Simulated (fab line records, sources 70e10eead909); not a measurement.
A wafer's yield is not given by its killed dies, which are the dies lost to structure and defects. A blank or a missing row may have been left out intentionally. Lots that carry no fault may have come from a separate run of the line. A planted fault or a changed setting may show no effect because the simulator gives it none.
Problem report, 8D (eight disciplines) form, completed by code | flow nandHarc | the parts of the form that need people (team, actions taken, sign-off) are left out

== 1. THE ISSUE ==
Wafers without a fault read 3.6, standard deviation 2.4; killedAtPeriphery at NHARC_END_SORT_01 reads a mean of 435.9 on 9 wafers belonging to 3 lots. That is +99 or more standard deviations from the usual mean.
Earliest sighting: wafer L775.3 on prober-01 at day 27 08:58. The record has a number at this step for 9 wafers belonging to 3 lots. By rule, "out" or "out of limits" means more than 4 standard deviations away from the usual mean. The rest of the wafers with a number are treated as sound.

== 2. WHAT IT IS, WHAT IT ISN'T ==
question                    | is                            | is not
which readings at this step | killedAtPeriphery, killedDies | killedShort
which lots                  | L775, L777, L780              | -
which wafers of those lots  | all that have a number        | -
read on which gauges        | prober-01, prober-02          | -
when                        | from day 27 08:58             | up to then (0 sound wafers)

== 3. WHAT RULES OUT EACH SUSPECT ==
Counting: a tool at any process step up to the reading remains a suspect when it ran all the lots that are out and ran no sound lot after the first of those.
- the gauge at NHARC_END_SORT_01: ruled out. Those wafers that are out were read across 2 gauges (prober-01, prober-02).
- krfScanner-04 at NHARC_P_GATE_EXPOSE_08 (exposes mask P HV): kept. It ran every lot that is out, first L775 (day 7 12:24), and no sound lot after that.
- rieDiel-06 at NHARC_A_BONDPAD_ETCH_12 (etches the open film in CHF3/O2, target depth 220 nm, time 110 s): kept. It ran every lot that is out, first L775 (day 26 14:21), and no sound lot after that. NHARC_A_BONDPAD_ETCH_12: start missing for some lots; hours and lot order therefore follow NHARC_THIN_TSV_ETCH_44.
After counting, krfScanner-04 at NHARC_P_GATE_EXPOSE_08 and rieDiel-06 at NHARC_A_BONDPAD_ETCH_12 remain.

== 4. THE CAUSE (what the simulator had put in) ==
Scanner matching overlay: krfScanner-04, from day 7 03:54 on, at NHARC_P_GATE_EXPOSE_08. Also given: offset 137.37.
Counting leaves 2 suspects; this tool is one of them.

== 5. THE EFFECT CHAIN, in route order ==
Each row: a reading whose mean over the struck wafers that have a number lies more than 3 standard deviations from the usual. Only readings whose record carries a usual standard deviation are examined. hours: median over the lots of the time between each lot's start at the first step of this table that gives one and its start at this step. sigmas: the change, counted in usual standard deviations.
hours | step              | reading           | usual | on struck wafers | change | sigmas
0     | NHARC_END_SORT_01 | killedAtPeriphery | 3.6   | 435.9            | +432.3 | +99 or more
0     | NHARC_END_SORT_01 | killedDies        | 64    | 485              | +421   | +26

== 6. WHAT WOULD HAVE CAUGHT IT SOONER ==
Counted from the fault's start at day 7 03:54, it took 485 hours until the first out-of-limits reading at a measuring or inspecting step in this record, taken at day 27 08:58.
No tool reading at NHARC_P_GATE_EXPOSE_08 that has a usual standard deviation in the record was out on any struck wafer, so an alarm limit of 4 standard deviations on those readings would not have fired.
Each of the lots that are out, 3 in all, had begun NHARC_P_GATE_EXPOSE_08 on krfScanner-04 no later than day 27 08:58. None of them would have been spared by holding the tool at that moment.
